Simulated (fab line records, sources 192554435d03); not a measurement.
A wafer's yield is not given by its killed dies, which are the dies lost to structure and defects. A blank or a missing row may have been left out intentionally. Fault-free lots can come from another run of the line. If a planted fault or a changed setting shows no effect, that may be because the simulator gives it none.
Matching of chambers || flow n5 finfet || N5_BEOL_M8_STRIP_36 on rie diel-06 has 4 sister chambers
The step strips in N2/H2. 16 wafers are shown with their chamber, then 8 later ones without.

== WAFERS PAIRED WITH THEIR CHAMBERS ==
{"wafer": "L074.4", "chamber": 3, "drypump motor current A (A)": 6.6, "throttle valve pct (%)": 24.1, "showerhead plenum p Torr (Torr)": 2.57}
{"wafer": "L074.5", "chamber": 0, "drypump motor current A (A)": 6.2, "throttle valve pct (%)": 23.6, "showerhead plenum p Torr (Torr)": 2.47}
{"wafer": "L074.6", "chamber": 1, "drypump motor current A (A)": 4.9, "throttle valve pct (%)": 23.6, "showerhead plenum p Torr (Torr)": 2.41}
{"wafer": "L077.1", "chamber": 2, "drypump motor current A (A)": 5.4, "throttle valve pct (%)": 23.3, "showerhead plenum p Torr (Torr)": 2.45}
{"wafer": "L077.2", "chamber": 0, "drypump motor current A (A)": 6.2, "throttle valve pct (%)": 23.6, "showerhead plenum p Torr (Torr)": 2.47}
{"wafer": "L077.5", "chamber": 1, "drypump motor current A (A)": 4.8, "throttle valve pct (%)": 23.6, "showerhead plenum p Torr (Torr)": 2.41}
{"wafer": "L079.3", "chamber": 0, "drypump motor current A (A)": 6.2, "throttle valve pct (%)": 23.5, "showerhead plenum p Torr (Torr)": 2.47}
{"wafer": "L079.4", "chamber": 3, "drypump motor current A (A)": 6.6, "throttle valve pct (%)": 24.1, "showerhead plenum p Torr (Torr)": 2.56}
{"wafer": "L079.5", "chamber": 2, "drypump motor current A (A)": 5.4, "throttle valve pct (%)": 23.4, "showerhead plenum p Torr (Torr)": 2.44}
{"wafer": "L081.2", "chamber": 3, "drypump motor current A (A)": 6.6, "throttle valve pct (%)": 24.1, "showerhead plenum p Torr (Torr)": 2.56}
{"wafer": "L081.4", "chamber": 0, "drypump motor current A (A)": 6.2, "throttle valve pct (%)": 23.6, "showerhead plenum p Torr (Torr)": 2.47}
{"wafer": "L081.5", "chamber": 1, "drypump motor current A (A)": 4.9, "throttle valve pct (%)": 23.6, "showerhead plenum p Torr (Torr)": 2.40}
{"wafer": "L086.3", "chamber": 3, "drypump motor current A (A)": 6.6, "throttle valve pct (%)": 24.1, "showerhead plenum p Torr (Torr)": 2.56}
{"wafer": "L086.4", "chamber": 1, "drypump motor current A (A)": 4.8, "throttle valve pct (%)": 23.6, "showerhead plenum p Torr (Torr)": 2.40}
{"wafer": "L086.5", "chamber": 0, "drypump motor current A (A)": 6.2, "throttle valve pct (%)": 23.6, "showerhead plenum p Torr (Torr)": 2.46}
{"wafer": "L091.1", "chamber": 2, "drypump motor current A (A)": 5.4, "throttle valve pct (%)": 23.4, "showerhead plenum p Torr (Torr)": 2.43}

SIGNATURES (means of the wafers above)
{"reading": "drypump motor current A", "chamber 0": 6.200, "chamber 1": 4.850, "chamber 2": 5.400, "chamber 3": 6.600, "scatter within a chamber": 0.0289}
{"reading": "throttle valve pct", "chamber 0": 23.580, "chamber 1": 23.600, "chamber 2": 23.367, "chamber 3": 24.100, "scatter within a chamber": 0.035}
{"reading": "showerhead plenum p Torr", "chamber 0": 2.4680, "chamber 1": 2.4050, "chamber 2": 2.4400, "chamber 3": 2.5625, "scatter within a chamber": 0.00616}
Rule: a wafer's distance from a chamber is the root of the sum, over the readings, of the square of ((its reading less the chamber's mean) divided by the reading's scatter). The wafer belongs to the nearest chamber; if the next one is less than 2 further off, it can't be placed. The scatter is the square root of a quotient: the sum, over the shown wafers, of each reading's squared deviation from its chamber's mean, divided by wafers minus chambers.

== WAFERS WHOSE CHAMBER IS MISSING ==
{"wafer": "L091.2", "drypump motor current A (A)": 6.6, "throttle valve pct (%)": 24.1, "showerhead plenum p Torr (Torr)": 2.55}
{"wafer": "L091.3", "drypump motor current A (A)": 6.2, "throttle valve pct (%)": 23.6, "showerhead plenum p Torr (Torr)": 2.46}
{"wafer": "L093.2", "drypump motor current A (A)": 4.9, "throttle valve pct (%)": 23.7, "showerhead plenum p Torr (Torr)": 2.39}
{"wafer": "L093.3", "drypump motor current A (A)": 6.2, "throttle valve pct (%)": 23.6, "showerhead plenum p Torr (Torr)": 2.45}
{"wafer": "L093.4", "drypump motor current A (A)": 5.4, "throttle valve pct (%)": 23.4, "showerhead plenum p Torr (Torr)": 2.43}
{"wafer": "L097.2", "drypump motor current A (A)": 6.6, "throttle valve pct (%)": 24.1, "showerhead plenum p Torr (Torr)": 2.55}
{"wafer": "L097.4", "drypump motor current A (A)": 5.4, "throttle valve pct (%)": 23.4, "showerhead plenum p Torr (Torr)": 2.43}
{"wafer": "L097.5", "drypump motor current A (A)": 6.6, "throttle valve pct (%)": 24.1, "showerhead plenum p Torr (Torr)": 2.55}

== THE CHAMBER EACH PASSED THROUGH ==
{"wafer": "L091.2", "from the rows above": 3, "in truth": 3}
{"wafer": "L091.3", "from the rows above": 0, "in truth": 0}
{"wafer": "L093.2", "from the rows above": 1, "in truth": 1}
{"wafer": "L093.3", "from the rows above": 0, "in truth": 0}
{"wafer": "L093.4", "from the rows above": 2, "in truth": 2}
{"wafer": "L097.2", "from the rows above": 3, "in truth": 3}
{"wafer": "L097.4", "from the rows above": 2, "in truth": 2}
{"wafer": "L097.5", "from the rows above": 3, "in truth": 3}
Placed correctly: 8 of 8. Not placeable from these rows: 0. Number placed wrongly: 0.
